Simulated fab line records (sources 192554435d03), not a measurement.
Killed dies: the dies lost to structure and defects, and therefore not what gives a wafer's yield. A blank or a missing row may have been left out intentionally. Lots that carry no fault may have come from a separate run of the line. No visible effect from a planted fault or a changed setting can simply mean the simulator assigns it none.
fab line records    flow n5_finfet
[record] lots = 7  wafers = 21
route steps=1938 shown BEOL_M0_SAQP@686 BEOL_M1@757 BEOL_M2@881 BEOL_M3@959 BEOL_M4@1028
start_h: hours from the record's opening day to when the first of the lot's shown wafers began    wait_h: how many hours have passed since the lot's step before this one    " as in the row above    L1.1+2: a single row standing in for several wafers    - no value present, or no start provided    * or withheld: withheld    < > ~ a bound
route shown NAME@n: NAME is a module with steps in the file, n the number in the route of the first one    usual: mean/standard deviation taken from wafers without a fault    same: alike in all rows    chamber/n: place in a boat    sites: per-site readings    _std_site: standard deviation across them    _edge_site: inner sites' mean taken away from outer sites' mean    radius_mm: how far each site lies from the wafer's centre    mask NAME#n: copy n    behind: the most recent tool/chamber to have shaped the wafer    hold: cause of the lot's hold/its duration in hours/its outcome    device: transistor that didn't switch, given as n, p or np    end of line: the same wafers' tests at the end of the route    for a step that has no rows: nothing shown but its recipe    killed: not the wafer's yield, but the dies lost to structure and defects at the first sort    map: a wafer's dies, marking killed ones x, the rest . and places with no die _
set.NAME: setting as actually run; set.NAME@STEP: the setting as run at that earlier step    model.NAME: the simulator's own value behind a step, which no gauge read
one table per step and one row per wafer, for lots whose settings were changed on purpose
[[steps]]
[step N5_BEOL_M0_SAQP_EXPOSE_37]
[recipe] mask_id = M0_CUT1  na = 0.33  source_shape = annular  sigma_inner = 0.35  sigma_outer = 0.8  polarization = unpolarized  target_cd_nm = 30  dose_mj = 44.75
lot.wafer   tool            chamber  start_h  wait_h  mask       set.dose_mj
L077.1+4    euv_scanner-02  0        133.11   -       M0_CUT1#0  47.52
L077.6      "               0        "        "       M0_CUT1#0  44.75
L079.2      euv_scanner-02  0        144.23   -       M0_CUT1#0  44.75
L079.4+5    "               0        "        "       M0_CUT1#0  43.77
L088.1      euv_scanner-01  0        239.76   -       M0_CUT1#0  43.74
L088.5+6    "               0        "        "       M0_CUT1#0  44.75
L095.2+5    euv_scanner-01  0        240.19   -       M0_CUT1#0  44.75
L095.6      "               0        "        "       M0_CUT1#0  47.98
L094.1+3+4  euv_scanner-01  0        241.14   -       M0_CUT1#0  44.75
L089.1+2+6  euv_scanner-01  0        243.20   -       M0_CUT1#0  46.97
L092.1      euv_scanner-01  0        243.72   -       M0_CUT1#0  47.99
L092.2+4    "               0        "        "       M0_CUT1#0  44.75
[step N5_BEOL_M0_SAQP_PEB_38]
[recipe] peb_temp_c = 100  peb_time_s = 60  resist = CAR-EUV
[step N5_BEOL_M0_SAQP_DEVELOP_39]
[recipe] develop_time_s = 30  developer = TMAH  resist = CAR-EUV  rinse_liquid = surfactant_rinse  dry = air_spin  dev_temp_c = 23
[step N5_BEOL_M0_SAQP_CD_MEAS_40]
[recipe] target_cd_nm = 30  landing_energy_ev = 500  detector = se_inlens
[usual] cd_nm = 30.03/0.27
lot.wafer  tool       chamber  start_h  wait_h  set.dose_mj@BEOL_M0_SAQP_EXPOSE_37  cd_nm
L077.1     cd_sem-02  0        133.25   -       47.52                               30.71
L077.4     "          0        "        "       47.52                               31.05
L077.6     "          0        "        "       44.75                               29.96
L079.2     cd_sem-03  0        144.35   -       44.75                               29.79
L079.4     "          0        "        "       43.77                               28.84
L079.5     "          0        "        "       43.77                               29.32
L088.1     cd_sem-03  0        239.90   -       43.74                               29.15
L088.5     "          0        "        "       44.75                               29.98
L088.6     "          0        "        "       44.75                               29.98
L095.2     cd_sem-02  0        240.32   -       44.75                               29.98
L095.5     "          0        "        "       44.75                               30.46
L095.6     "          0        "        "       47.98                               31.46
L094.1     cd_sem-03  0        241.28   -       44.75                               29.86
L094.3     "          0        "        "       44.75                               30.29
L094.4     "          0        "        "       44.75                               30.14
L089.1     cd_sem-03  0        243.33   -       46.97                               31.19
L089.2     "          0        "        "       46.97                               31.03
L089.6     "          0        "        "       46.97                               31.10
L092.1     cd_sem-03  0        243.86   -       47.99                               31.41
L092.2     "          0        "        "       44.75                               29.94
L092.4     "          0        "        "       44.75                               29.93
[step N5_BEOL_M0_SAQP_DESCUM_45]
[recipe] chemistry = O2  time_s = 7  source_power_w = 50  bias_power_w = 20  pressure_mtorr = 20  rf_frequency_hz = 2.712e+07  temp_c = 40  resist = CAR-EUV  o2_flow_sccm = 225
lot.wafer  tool         chamber  start_h  wait_h  set.dose_mj@BEOL_M0_SAQP_EXPOSE_37  model.BEOL_M0_SAQP.cd_nm
L077.1     rie_diel-01  3        133.91   0.6     47.52                               30.8
L077.4     "            1        "        "       47.52                               31.2
L077.6     "            0        "        "       44.75                               29.8
L079.2     rie_diel-01  1        144.49   0.1     44.75                               29.8
L079.4     "            2        "        "       43.77                               29.4
L079.5     "            1        "        "       43.77                               29.2
L088.1     rie_diel-06  1        240.57   0.6     43.74                               29.4
L088.5     "            3        "        "       44.75                               29.8
L088.6     "            2        "        "       44.75                               30
L095.2+5   rie_diel-01  0        240.83   0.4     44.75                               30
L095.6     "            3        "        "       47.98                               31.2
L094.1     rie_diel-06  0        241.62   0.3     44.75                               30.2
L094.3     "            2        "        "       44.75                               30
L094.4     "            3        "        "       44.75                               29.8
L089.1     rie_diel-01  0        243.46   0.0     46.97                               31
L089.2+6   "            2,1      "        "       46.97                               31.2
L092.1     rie_diel-06  1        243.98   0.0     47.99                               31.6
L092.2     "            3        "        "       44.75                               29.8
L092.4     "            0        "        "       44.75                               30.2
[step N5_BEOL_M0_SAQP_ETCH_88]
[recipe] chemistry = N2/H2  target = underlayer  target_depth_a = 65  time_s = 5.2  ion_energy_ev = 200  mask_material = CAR-EUV  pressure_mtorr = 30  source_w = 840  bias_w = 150  n2_flow_sccm = 200  h2_flow_sccm = 200  ends = cleared
[step N5_BEOL_M0_SAQP_ETCH_73]
[recipe] chemistry = CF4  target = SiARC  target_depth_a = 195  mask_material = CAR-EUV  time_s = 32.5  ion_energy_ev = 80  pressure_mtorr = 40  source_w = 545  bias_w = 36  Ar_flow_sccm = 100  cf4_flow_sccm = 100  ends = cleared
lot.wafer  tool         chamber  start_h  wait_h  set.spin_rpm@BEOL_M0_SAQP_COAT_72  set.dose_mj@BEOL_M0_SAQP_EXPOSE_37  model.BEOL_M0_SAQP.cd_nm  model.etch.depth_nm
L077.1     rie_diel-01  3        133.96   0.0     1500                               47.52                               30.8                      14.99
L077.4     "            1        "        "       1500                               47.52                               31.2                      14.99
L077.6     "            0        "        "       1500                               44.75                               29.8                      14.98
L079.2     rie_diel-01  1        144.54   0.0     1500                               44.75                               29.6                      15.04
L079.4     "            2        "        "       1601                               43.77                               29                        14.53
L079.5     "            1        "        "       1500                               43.77                               29.2                      14.97
L088.1     rie_diel-06  1        240.62   0.0     1611                               43.74                               29.4                      14.44
L088.5     "            3        "        "       1500                               44.75                               29.8                      14.97
L088.6     "            2        "        "       1611                               44.75                               30                        14.44
L095.2     rie_diel-01  0        240.89   0.0     1500                               44.75                               30                        15.04
L095.5     "            0        "        "       1500                               44.75                               30                        15.06
L095.6     "            3        "        "       1500                               47.98                               31.2                      15.01
L094.1     rie_diel-06  0        241.67   0.0     1500                               44.75                               30.2                      15.04
L094.3     "            2        "        "       1500                               44.75                               30                        15.03
L094.4     "            3        "        "       1500                               44.75                               30                        15.06
L089.1+6   rie_diel-01  0,1      243.51   0.0     1623                               46.97                               31                        14.5
L089.2     "            2        "        "       1500                               46.97                               31                        15.09
L092.1     rie_diel-06  1        244.03   0.0     1361                               47.99                               31.6                      15.78
L092.2     "            3        "        "       1361                               44.75                               30                        15.79
L092.4     "            0        "        "       1500                               44.75                               30.2                      15.07
[step N5_BEOL_M0_SAQP_CUT_ETCH_46]
[recipe] chemistry = N2/H2  target = SOC  target_depth_a = 1350  overetch_a = 270  temp_c = 40  time_s = 202.5  ion_energy_ev = 200  mask_material = SiARC  pressure_mtorr = 30  source_w = 840  bias_w = 150  n2_flow_sccm = 200  h2_flow_sccm = 200
[step N5_BEOL_M0_SAQP_STRIP_74]
[recipe] chemistry = N2/H2  temp_c = 40  n2_flow_sccm = 200  h2_flow_sccm = 200  rf_frequency_hz = 6e+07
[step N5_BEOL_M0_SAQP_STRIP_89]
[recipe] chemistry = N2/H2  temp_c = 40  n2_flow_sccm = 200  h2_flow_sccm = 200  rf_frequency_hz = 6e+07
[step N5_BEOL_M0_SAQP_ALD_48]
[recipe] material = SiO2  target_thk_a = 200  temp_c = 100  ald_precursor_family = BDEAS  ald_co_reactant = O2-plasma  pulse_time_s = 1  co_reactant_pulse_time_s = 1  purge_time_s = 2  co_reactant_purge_time_s = 2  ald_cycles = 139  pressure_torr = 2
[step N5_BEOL_M0_SAQP_ETCH_49]
[recipe] chemistry = CF4/O2  target_depth_a = 370  target = SiO2  pressure_mtorr = 40  source_w = 535  bias_w = 49  Ar_flow_sccm = 100  cf4_flow_sccm = 100  O2_flow_sccm = 10  ion_energy_ev = 100
lot.wafer  tool         chamber  start_h  wait_h  set.dose_mj@BEOL_M0_SAQP_EXPOSE_37  model.BEOL_M0_SAQP.cd_nm
L077.1     rie_diel-01  3        134.98   0.3     47.52                               30.6
L077.4     "            0        "        "       47.52                               31.2
L077.6     "            3        "        "       44.75                               29.4
L079.2     rie_diel-05  1        145.36   0.3     44.75                               30
L079.4     "            0        "        "       43.77                               28.8
L079.5     "            3        "        "       43.77                               29.6
L088.1     rie_diel-06  0        242.14   0.4     43.74                               29.2
L088.5     "            0        "        "       44.75                               30.2
L088.6     "            3        "        "       44.75                               30.4
L095.2     rie_diel-01  3        242.30   0.3     44.75                               29.4
L095.5     "            0        "        "       44.75                               29.6
L095.6     "            1        "        "       47.98                               31.2
L094.1+3   rie_diel-01  2,3      242.51   0.3     44.75                               30
L094.4     "            1        "        "       44.75                               30.2
L089.1     rie_diel-01  3        244.49   0.5     46.97                               30.2
L089.2     "            2        "        "       46.97                               30.8
L089.6     "            0        "        "       46.97                               31
L092.1     rie_diel-01  1        244.88   0.3     47.99                               31.2
L092.2     "            3        "        "       44.75                               30.2
L092.4     "            2        "        "       44.75                               30
[step N5_BEOL_M1_COAT_73]
[recipe] resist = underlayer  temp_c = 205  time_s = 60  spin_rpm = 1500  resist_thk_nm = 5
lot.wafer   tool            chamber  start_h  wait_h  set.spin_rpm
L077.1+6    litho_track-01  0        -        -       1375
L077.4      "               0        "        "       1500
L079.2+5    litho_track-02  0        -        -       1443
L079.4      "               0        "        "       1500
L088.1+5    litho_track-01  0        -        -       1500
L088.6      "               0        "        "       1359
L095.2+5    litho_track-02  0        -        -       1500
L095.6      "               0        "        "       1334
L094.1+3+4  litho_track-01  0        -        -       1500
L089.1      litho_track-05  0        -        -       1553
L089.2+6    "               0        "        "       1500
L092.1+2+4  litho_track-01  0        -        -       1500
[step N5_BEOL_M1_COAT_05]
[recipe] resist = CAR-EUV  spin_rpm = 1500  resist_thk_nm = 30
[step N5_BEOL_M1_EBR_07]
[recipe] solvent = PGMEA  ebr_width_mm = 1.5
[step N5_BEOL_M1_DESCUM_16]
[recipe] chemistry = O2  time_s = 7  source_power_w = 50  bias_power_w = 20  pressure_mtorr = 20  rf_frequency_hz = 2.712e+07  temp_c = 40  resist = CAR-EUV  o2_flow_sccm = 225
[step N5_BEOL_M1_ETCH_74]
[recipe] chemistry = N2/H2  target = underlayer  target_depth_a = 65  mask_material = CAR-EUV  time_s = 5.2  ion_energy_ev = 200  pressure_mtorr = 30  source_w = 840  bias_w = 150  n2_flow_sccm = 200  h2_flow_sccm = 200  ends = cleared
lot.wafer  tool         chamber  start_h  wait_h  set.spin_rpm@BEOL_M1_COAT_73  model.etch.depth_nm
L077.1     rie_diel-06  0        145.20   0.0     1375                          5.237
L077.4     "            0        "        "       1500                          5.009
L077.6     "            1        "        "       1375                          5.24
L079.2     rie_diel-01  3        153.34   0.0     1443                          5.119
L079.4     "            0        "        "       1500                          5.014
L079.5     "            0        "        "       1443                          5.12
L088.1+5   rie_diel-06  1,0      248.40   0.0     1500                          5.003
L088.6     "            3        "        "       1359                          5.256
L095.2     rie_diel-05  2        248.74   0.0     1500                          5.027
L095.5     "            2        "        "       1500                          5.026
L095.6     "            1        "        "       1334                          5.324
L094.1     rie_diel-06  1        249.29   0.0     1500                          4.995
L094.3     "            3        "        "       1500                          4.996
L094.4     "            2        "        "       1500                          5
L089.1     rie_diel-06  0        251.58   0.0     1553                          4.91
L089.2     "            1        "        "       1500                          4.998
L089.6     "            2        "        "       1500                          5.008
L092.1     rie_diel-01  2        254.26   0.0     1500                          4.996
L092.2     "            0        "        "       1500                          4.992
L092.4     "            0        "        "       1500                          4.986
[step N5_BEOL_M1_TRENCH_ETCH_37]
[recipe] chemistry = C4F6/O2  target_depth_a = 552.07  target = SiOC  time_s = 29  ion_energy_ev = 250  pressure_mtorr = 30  source_w = 355  bias_w = 185  Ar_flow_sccm = 300  C4F6_flow_sccm = 10  O2_flow_sccm = 10
lot.wafer  tool         chamber  start_h  wait_h  set.time_s  model.etch.depth_nm  model.BEOL_M1.feature_depth_nm
L077.1     rie_diel-01  1        -        -       29          55.46                55.4
L077.4     "            3        "        "       29          54.75                54.8
L077.6     "            0        "        "       30.82       58.25                58.2
L079.2     rie_diel-05  2        -        -       29          54.71                54.8
L079.4     "            1        "        "       35.45       67.27                67.2
L079.5     "            1        "        "       35.45       66.41                66.4
L088.1     rie_diel-01  0        -        -       26.47       50.74                50.8
L088.5     "            3        "        "       26.47       50.42                50.4
L088.6     "            0        "        "       29          55.75                55.8
L095.2     rie_diel-06  3        -        -       29          54.89                54.8
L095.5     "            1        "        "       32.47       59.98                60
L095.6     "            0        "        "       32.47       61.89                61.8
L094.1     rie_diel-05  3        -        -       29          55.52                55.6
L094.3     "            0        "        "       29          55.89                55.8
L094.4     "            2        "        "       29          54.09                54
L089.1     rie_diel-01  2        -        -       29          54.61                54.6
L089.2     "            3        "        "       29          55.35                55.4
L089.6     "            2        "        "       29          54.58                54.6
L092.1     rie_diel-01  3        -        -       29          54.99                55
L092.2     "            2        "        "       29          54.38                54.4
L092.4     "            3        "        "       29          55.25                55.2
[step N5_BEOL_M1_ETCH_41]
[recipe] chemistry = CH3F/O2  target = SiCN  target_depth_a = 319  taper_deg = 2  time_s = 57.8  ion_energy_ev = 120  mask_material = TiN  pressure_mtorr = 30  source_w = 395  bias_w = 75  Ar_flow_sccm = 150  CH3F_flow_sccm = 30  O2_flow_sccm = 20
[step N5_BEOL_M1_STRIP_97]
[recipe] chemistry = N2/H2  time_s = 10  power_w = 450  temp_c = 40  pressure_mtorr = 20  rf_frequency_hz = 6e+07  bias_power_w = 7  n2_flow_sccm = 200  h2_flow_sccm = 200
[step N5_BEOL_M1_OCD_MEAS_38]
[usual] trench_depth_nm = 55.1/0.82
lot.wafer  tool    chamber  start_h  wait_h  set.time_s@BEOL_M1_TRENCH_ETCH_37  trench_depth_nm
L077.1     ocd-02  -        147.54   -       29                                 55.7
L077.4     "       -        "        "       29                                 54.4
L077.6     "       -        "        "       30.82                              58.6
L079.2     ocd-01  -        155.72   -       29                                 54.7
L079.4     "       -        "        "       35.45                              67.1
L079.5     "       -        "        "       35.45                              66.7
L088.1     ocd-01  -        250.42   -       26.47                              50.6
L088.5     "       -        "        "       26.47                              50.8
L088.6     "       -        "        "       29                                 55.7
L095.2     ocd-02  -        250.89   -       29                                 54.6
L095.5     "       -        "        "       32.47                              59.6
L095.6     "       -        "        "       32.47                              61.7
L094.1     ocd-01  -        253.01   -       29                                 55.5
L094.3     "       -        "        "       29                                 56.0
L094.4     "       -        "        "       29                                 54.0
L089.1     ocd-02  -        253.25   -       29                                 54.0
L089.2     "       -        "        "       29                                 54.9
L089.6     "       -        "        "       29                                 55.0
L092.1     ocd-01  -        256.46   -       29                                 54.9
L092.2     "       -        "        "       29                                 54.2
L092.4     "       -        "        "       29                                 55.4
[step N5_BEOL_M2_ETCH_69]
[recipe] chemistry = CF4  target = SiARC  target_depth_a = 156  mask_material = CAR-EUV  time_s = 26  ion_energy_ev = 80  pressure_mtorr = 40  source_w = 545  bias_w = 36  Ar_flow_sccm = 100  cf4_flow_sccm = 100  ends = cleared
[usual] rf_vpp_V = 184.1/1.4
lot.wafer  tool         chamber  start_h  wait_h  set.bias_w  rf_vpp_V
L077.1     rie_diel-03  3        154.33   0.0     39.9        198.7
L077.4     "            1        "        "       39.9        195.9
L077.6     "            2        "        "       36          184.8
L079.2     rie_diel-03  3        162.90   0.0     36          186.1
L079.4     "            1        "        "       36          184.5
L079.5     "            0        "        "       36          182.3
L088.1     rie_diel-04  2        256.80   0.0     36          183.3
L088.5     "            3        "        "       39.94       196.2
L088.6     "            2        "        "       36          182.2
L095.2     rie_diel-04  1        257.51   0.0     40.17       198.2
L095.5     "            1        "        "       36          183.6
L095.6     "            2        "        "       36          182.3
L094.1     rie_diel-03  3        260.51   0.0     36          185.1
L094.3     "            1        "        "       36          184.0
L094.4     "            0        "        "       36          185.4
L089.1     rie_diel-04  1        260.98   0.0     39.02       194.5
L089.2     "            2        "        "       36          181.4
L089.6     "            2        "        "       39.02       191.8
L092.1     rie_diel-04  3        264.84   0.0     31.87       170.1
L092.2     "            1        "        "       36          184.1
L092.4     "            0        "        "       36          182.8
[step N5_BEOL_M2_TRENCH_ETCH_37]
[recipe] chemistry = C4F6/O2  target_depth_a = 555.55  target = SiOC  time_s = 29.2  ion_energy_ev = 250  pressure_mtorr = 30  source_w = 355  bias_w = 185  Ar_flow_sccm = 300  C4F6_flow_sccm = 10  O2_flow_sccm = 10
[usual] rf_vpp_V = 673/13
lot.wafer  tool         chamber  start_h  wait_h  set.bias_w  rf_vpp_V
L077.1     rie_diel-03  0        -        -       185         648
L077.4     "            2        "        "       159         610
L077.6     "            0        "        "       159         576
L079.2     rie_diel-03  1        -        -       185         665
L079.4     "            0        "        "       185         647
L079.5     "            0        "        "       209.8       716
L088.1     rie_diel-04  2        -        -       160.3       600
L088.5     "            2        "        "       185         671
L088.6     "            1        "        "       160.3       588
L095.2     rie_diel-03  0        -        -       185         660
L095.5     "            1        "        "       185         666
L095.6     "            0        "        "       185         659
L094.1     rie_diel-03  3        -        -       185         690
L094.3     "            2        "        "       185         685
L094.4     "            1        "        "       185         662
L089.1     rie_diel-04  0        -        -       185         673
L089.2     "            3        "        "       195.3       683
L089.6     "            2        "        "       195.3       703
L092.1     rie_diel-02  2        -        -       197         713
L092.2     "            3        "        "       197         700
L092.4     "            0        "        "       185         686
[step N5_BEOL_M3_COAT_76]
[recipe] resist = underlayer  temp_c = 205  time_s = 60  spin_rpm = 1500  resist_thk_nm = 5
lot.wafer   tool            chamber  start_h  wait_h  set.spin_rpm
L077.1+4+6  litho_track-01  0        -        -       1500
L079.2+4+5  litho_track-01  0        -        -       1500
L088.1+5+6  litho_track-04  0        -        -       1500
L095.2+5    litho_track-01  0        -        -       1500
L095.6      "               0        "        "       1352
L094.1+3+4  litho_track-01  0        -        -       1500
L089.1+6    litho_track-01  0        -        -       1555
L089.2      "               0        "        "       1500
L092.1      litho_track-04  0        -        -       1500
L092.2+4    "               0        "        "       1667
[step N5_BEOL_M3_COAT_22]
[recipe] resist = CAR-EUV  spin_rpm = 1500  resist_thk_nm = 30
[step N5_BEOL_M3_EBR_24]
[recipe] solvent = PGMEA  ebr_width_mm = 1.5
[step N5_BEOL_M3_DESCUM_33]
[recipe] chemistry = O2  time_s = 7  source_power_w = 50  bias_power_w = 20  pressure_mtorr = 20  rf_frequency_hz = 2.712e+07  temp_c = 40  resist = CAR-EUV  o2_flow_sccm = 225
[step N5_BEOL_M3_ETCH_77]
[recipe] chemistry = N2/H2  target = underlayer  target_depth_a = 65  mask_material = CAR-EUV  time_s = 5.2  ion_energy_ev = 200  pressure_mtorr = 30  source_w = 840  bias_w = 150  n2_flow_sccm = 200  h2_flow_sccm = 200  ends = cleared
[usual] etch_rf_on_time_s = 5.21/0.12
lot.wafer  tool         chamber  start_h  wait_h  set.spin_rpm@BEOL_M3_COAT_76  etch_rf_on_time_s  model.etch.depth_nm
L077.1     rie_diel-05  2        163.34   0.0     1500                          5.33               4.999
L077.4     "            3        "        "       1500                          5.18               4.995
L077.6     "            0        "        "       1500                          5.12               4.994
L079.2     rie_diel-05  3        174.81   0.0     1500                          5.23               5.005
L079.4     "            0        "        "       1500                          5.05               4.999
L079.5     "            3        "        "       1500                          5.21               4.997
L088.1     rie_diel-05  2        267.28   0.0     1500                          5.38               5.034
L088.5     "            2        "        "       1500                          5.34               5.017
L088.6     "            1        "        "       1500                          5.34               5.016
L095.2     rie_diel-06  2        268.14   0.0     1500                          5.17               4.995
L095.5     "            2        "        "       1500                          5.12               5
L095.6     "            1        "        "       1352                          5.65               5.264
L094.1     rie_diel-01  3        268.92   0.0     1500                          5.20               5.017
L094.3     "            0        "        "       1500                          5.18               5.022
L094.4     "            3        "        "       1500                          5.18               5.016
L089.1     rie_diel-05  0        271.92   0.0     1555                          4.97               4.923
L089.2     "            3        "        "       1500                          5.16               5.002
L089.6     "            3        "        "       1555                          5.05               4.921
L092.1     rie_diel-01  2        273.85   0.0     1500                          5.31               5.002
L092.2     "            0        "        "       1667                          4.96               4.75
L092.4     "            0        "        "       1667                          4.94               4.75
[step N5_BEOL_M4_COAT_05]
[recipe] resist = CAR-EUV  spin_rpm = 1500  resist_thk_nm = 30
lot.wafer   tool            chamber  start_h  wait_h  set.spin_rpm  model.CAR-EUV_of_BEOL_M4_COAT_05.thk_nm
L077.1+4    litho_track-03  0        -        -       1500          29.8
L077.6      "               0        "        "       1500          30
L079.2+4    litho_track-01  0        -        -       1415          31
L079.5      "               0        "        "       1500          30.2
L088.1      litho_track-01  0        -        -       1500          29.8
L088.5      "               0        "        "       1500          30
L088.6      "               0        "        "       1397          31
L095.2      litho_track-03  0        -        -       1613          28.8
L095.5      "               0        "        "       1500          30
L095.6      "               0        "        "       1500          30.2
L094.1+3+4  litho_track-05  0        -        -       1500          30
L089.1      litho_track-05  0        -        -       1431          30.8
L089.2+6    "               0        "        "       1500          30
L092.1+4    litho_track-03  0        -        -       1423          30.8
L092.2      "               0        "        "       1500          30
[step N5_BEOL_M4_EBR_07]
[recipe] solvent = PGMEA  ebr_width_mm = 1.5
[step N5_BEOL_M4_SOFTBAKE_06]
[recipe] temp_c = 110  time_s = 60  resist = CAR-EUV
[step N5_BEOL_M4_EXPOSE_08]
[recipe] mask_id = M4  na = 0.33  source_shape = dipole  sigma_inner = 0.369  sigma_outer = 0.767  polarization = unpolarized  dose_mj = 41.25
[step N5_BEOL_M4_PEB_09]
[recipe] peb_temp_c = 100  peb_time_s = 60  resist = CAR-EUV
[step N5_BEOL_M4_DEVELOP_10]
[recipe] develop_time_s = 30  developer = TMAH  resist = CAR-EUV  rinse_liquid = surfactant_rinse  dry = air_spin  dev_temp_c = 23
lot.wafer   tool            chamber  start_h  wait_h  set.spin_rpm@BEOL_M4_COAT_05  model.CAR-EUV_of_BEOL_M4_COAT_05.thk_nm
L077.1+4+6  litho_track-01  0        -        -       1500                          29.4
L079.2      litho_track-03  0        -        -       1415                          30.4
L079.4      "               0        "        "       1415                          30.6
L079.5      "               0        "        "       1500                          29.6
L088.1      litho_track-05  0        -        -       1500                          29.4
L088.5      "               0        "        "       1500                          29.6
L088.6      "               0        "        "       1397                          30.6
L095.2      litho_track-03  0        -        -       1613                          28.4
L095.5      "               0        "        "       1500                          29.4
L095.6      "               0        "        "       1500                          29.6
L094.1+3+4  litho_track-01  0        -        -       1500                          29.6
L089.1      litho_track-05  0        -        -       1431                          30.2
L089.2+6    "               0        "        "       1500                          29.6
L092.1+4    litho_track-01  0        -        -       1423                          30.4
L092.2      "               0        "        "       1500                          29.6
[[key]]
[split] step = N5_BEOL_M0_SAQP_EXPOSE_37  setting = dose_mj  stated = 44.75  by = wafer
[response] step = N5_BEOL_M0_SAQP_CD_MEAS_40  reading = cd_nm  change = +0.188  per = 1%  r = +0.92
[response] step = N5_BEOL_M0_SAQP_DESCUM_45  reading = model.BEOL_M0_SAQP.cd_nm  change = +0.196  per = 1%  r = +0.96
[response] step = N5_BEOL_M0_SAQP_ETCH_73  reading = model.BEOL_M0_SAQP.cd_nm  change = +0.191  per = 1%  r = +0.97
[response] step = N5_BEOL_M0_SAQP_ETCH_49  reading = model.BEOL_M0_SAQP.cd_nm  change = +0.221  per = 1%  r = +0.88
[split] step = N5_BEOL_M1_COAT_73  setting = spin_rpm  stated = 1500  by = wafer
[response] step = N5_BEOL_M1_ETCH_74  reading = model.etch.depth_nm  change = -0.0271  per = 1%  r = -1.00
[split] step = N5_BEOL_M1_TRENCH_ETCH_37  setting = time_s  stated = 29  by = wafer
[response] step = N5_BEOL_M1_TRENCH_ETCH_37  reading = model.etch.depth_nm  change = +0.54  per = 1%  r = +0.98
[response] step = N5_BEOL_M1_TRENCH_ETCH_37  reading = model.BEOL_M1.feature_depth_nm  change = +0.537  per = 1%  r = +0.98
[response] step = N5_BEOL_M1_OCD_MEAS_38  reading = trench_depth_nm  change = +0.544  per = 1%  r = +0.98
[split] step = N5_BEOL_M2_ETCH_69  setting = bias_w  stated = 36  by = wafer
[response] step = N5_BEOL_M2_ETCH_69  reading = rf_vpp_V  change = +1.24  per = 1%  r = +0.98
[split] step = N5_BEOL_M2_TRENCH_ETCH_37  setting = bias_w  stated = 185  by = wafer
[response] step = N5_BEOL_M2_TRENCH_ETCH_37  reading = rf_vpp_V  change = +4.53  per = 1%  r = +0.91
[split] step = N5_BEOL_M3_COAT_76  setting = spin_rpm  stated = 1500  by = wafer
[response] step = N5_BEOL_M3_ETCH_77  reading = etch_rf_on_time_s  change = *  per = 1%  r = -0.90
[response] step = N5_BEOL_M3_ETCH_77  reading = model.etch.depth_nm  change = -0.0244  per = 1%  r = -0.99
[split] step = N5_BEOL_M4_COAT_05  setting = spin_rpm  stated = 1500  by = wafer
[response] step = N5_BEOL_M4_COAT_05  reading = model.CAR-EUV_of_BEOL_M4_COAT_05.thk_nm  change = -0.162  per = 1%  r = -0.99
[response] step = N5_BEOL_M4_DEVELOP_10  reading = model.CAR-EUV_of_BEOL_M4_COAT_05.thk_nm  change = -0.152  per = 1%  r = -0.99
split outside_this_file step=N5_BEOL_M0_SAQP_COAT_72 setting=spin_rpm
// split outside_this_file: this setting was split too, and the file shows its column; the key of that split is in another file
